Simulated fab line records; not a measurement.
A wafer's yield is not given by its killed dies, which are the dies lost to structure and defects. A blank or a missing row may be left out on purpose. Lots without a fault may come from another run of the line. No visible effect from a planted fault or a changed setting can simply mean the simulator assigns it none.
What tool caused it? -- flow n5 finfet -- 6 lots, 16 wafers sampled, at 1 step of a route of 1938

WHAT THE GAUGES READ, wafer by wafer
N5_BEOL_M7_CD_MEAS_35 targets a cd of 40 nm.
lot,measured,on,cd nm (nm)
L297,day 10 02:49,cd sem-01,40.2 39.6 40.5
L300,day 10 05:22,cd sem-02,39.9 40.6 40.7
L305,day 11 04:20,cd sem-01,39.6 40.4
L308,day 12 10:46,cd sem-01,40.9 40.7 39.1
L315,day 13 21:16,cd sem-02,40.8 41.2 39.8
L318,day 16 06:26,cd sem-02,40.0 39.8

WHICH TOOL RAN EACH LOT (tool, then ch and the chambers of the sampled wafers, then the start)
Record: no process step prior to these readings.

THE ANSWER, worked out from the rows above alone
Rule: the usual values come from the lots themselves. Put in order of their means at a reading, lots are off if they are a third of the lots or fewer, leave a main group of 4 or more, and stand apart from it by a gap of 3 or more times the standard deviation of the main group's means; of several such gaps the widest counts. A main group whose means are all the same, to the digits that the tables above print for the reading, isn't used. A lot without any number at a reading at which 4 lots or more have one is off too. Where the step has rows for the other lots, those lots are counted as sound.
No lot is off on any of the readings shown, so nothing can be concluded from this.

WHAT HAD BEEN PUT IN BY THE SIMULATOR
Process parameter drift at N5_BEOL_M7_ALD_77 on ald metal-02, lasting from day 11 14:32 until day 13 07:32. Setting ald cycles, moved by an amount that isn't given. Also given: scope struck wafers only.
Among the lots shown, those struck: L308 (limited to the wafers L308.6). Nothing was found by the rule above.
